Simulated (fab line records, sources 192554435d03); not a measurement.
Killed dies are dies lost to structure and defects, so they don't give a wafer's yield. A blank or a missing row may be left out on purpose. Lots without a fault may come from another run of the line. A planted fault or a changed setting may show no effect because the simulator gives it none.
Split-lot experiment | flow n5_finfet | 7 lots, 21 wafers read, on a route of 1938 steps

THE SPLIT
At N5_BEOL_M7_EXPOSE_25 (exposes mask V6, target cd 40 nm), the setting dose_mj was moved away from the recipe's 42.5 on 9 of the 21 wafers read, by -7.2% to +6.6%. The other wafers ran this setting at the recipe's value.

FROM THE SPLIT TO THE READING: what the file shows between them, 2 steps
- N5_BEOL_M7_PEB_26: peb time 60 s
- N5_BEOL_M7_DEVELOP_27: develop time 30 s

THE READING
cd_nm, in nm, at N5_BEOL_M7_CD_MEAS_28 (target cd 40 nm). Fault-free wafers of this fab line usually give 39.95 nm, standard deviation 0.26 nm.

wafer  | tool, chamber at the split | dose_mj as run | against the recipe | cd_nm, nm | against lot-mates on the recipe
L081.1 | euv_scanner-01, 0          | 42.5           | recipe             | 40.09     | -
L081.3 | euv_scanner-01, 0          | 42.5           | recipe             | 39.87     | -
L081.6 | euv_scanner-01, 0          | 39.46          | -7.2%              | 38.08     | -1.90
L084.3 | euv_scanner-02, 0          | 42.5           | recipe             | 40.11     | -
L084.4 | euv_scanner-02, 0          | 41.3           | -2.8%              | 39.71     | -0.52
L084.6 | euv_scanner-02, 0          | 42.5           | recipe             | 40.34     | -
L082.1 | euv_scanner-02, 0          | 42.5           | recipe             | 40.02     | -
L082.4 | euv_scanner-02, 0          | 42.5           | recipe             | 40.01     | -
L082.5 | euv_scanner-02, 0          | 42.5           | recipe             | 39.73     | -
L085.1 | euv_scanner-02, 0          | 45.29          | +6.6%              | 41.08     | +0.62
L085.3 | euv_scanner-02, 0          | 45.29          | +6.6%              | 41.36     | +0.90
L085.5 | euv_scanner-02, 0          | 42.5           | recipe             | 40.46     | -
L088.4 | euv_scanner-02, 0          | 42.5           | recipe             | 40.03     | -
L088.5 | euv_scanner-02, 0          | 42.5           | recipe             | 39.84     | -
L088.6 | euv_scanner-02, 0          | 40.86          | -3.9%              | 38.49     | -1.45
L096.1 | euv_scanner-02, 0          | 42.5           | recipe             | 40.27     | -
L096.2 | euv_scanner-02, 0          | 43.68          | +2.8%              | 40.51     | +0.24
L096.4 | euv_scanner-02, 0          | 43.68          | +2.8%              | 40.60     | +0.33
L097.1 | euv_scanner-02, 0          | 42.5           | recipe             | 40.09     | -
L097.4 | euv_scanner-02, 0          | 41.33          | -2.8%              | 39.05     | -1.04
L097.5 | euv_scanner-02, 0          | 41.33          | -2.8%              | 39.48     | -0.61

THE FIT
A straight line over all 21 wafers: cd_nm changes by +0.228 nm for each +1% of dose_mj; r = +0.93; the points scatter about the line by 0.28 nm.
The same after taking each lot's own level away (the mean of its wafers on the recipe; 21 wafers): +0.192 nm for each +1%; r = +0.92; scatter 0.26 nm.
On that fit, the largest move of dose_mj shifts the reading by 1.4 nm.
The lots' own levels span 39.920 to 40.460 nm, that is 2.1 times the standard deviation above.
So the lot-to-lot level changes the slope: the two fits differ.
Check: with one of the wafers moved furthest among these (-7.2%) left out of the fit, the line predicts -1.36 nm for it against its lot-mates. It came out at -1.9 nm against them.

OTHER SPLITS ON THESE WAFERS
These wafers also went through other splits before the reading. Each is held against what the fit with the lots' levels taken away leaves over:
other split on the same wafers | wafers away from the commonest value | r with cd_nm (lot level and that fit taken away)
N5_BEOL_M6_ETCH_62 time_s      | 4                                    | +0.20
N5_BEOL_M6_EXPOSE_25 dose_mj   | 8                                    | -0.23
N5_BEOL_M7_ETCH_62 source_w    | 10                                   | +0.08

THE WHOLE CHAIN: every reading that the file lists as answering this split, in the file's order
step                  | what it does                                                | reading                                                        | change (the file's fit)               | r (the file's)
N5_BEOL_M7_CD_MEAS_28 | target cd 40 nm                                             | cd_nm                                                          | +0.217 nm for each +1% of the setting | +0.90
N5_BEOL_M7_DESCUM_33  | chemistry O2, time 7 s                                      | BEOL_M7.cd_nm (the simulator's own value, which no gauge read) | +0.212 nm for each +1% of the setting | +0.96
N5_BEOL_M7_ETCH_72    | etches underlayer in N2/H2, target depth 6.5 nm, time 5.2 s | BEOL_M7.cd_nm (the simulator's own value, which no gauge read) | +0.217 nm for each +1% of the setting | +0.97

THE FILE'S OWN FIT
cd_nm changes by +0.217 nm for each +1% of dose_mj, r = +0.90.
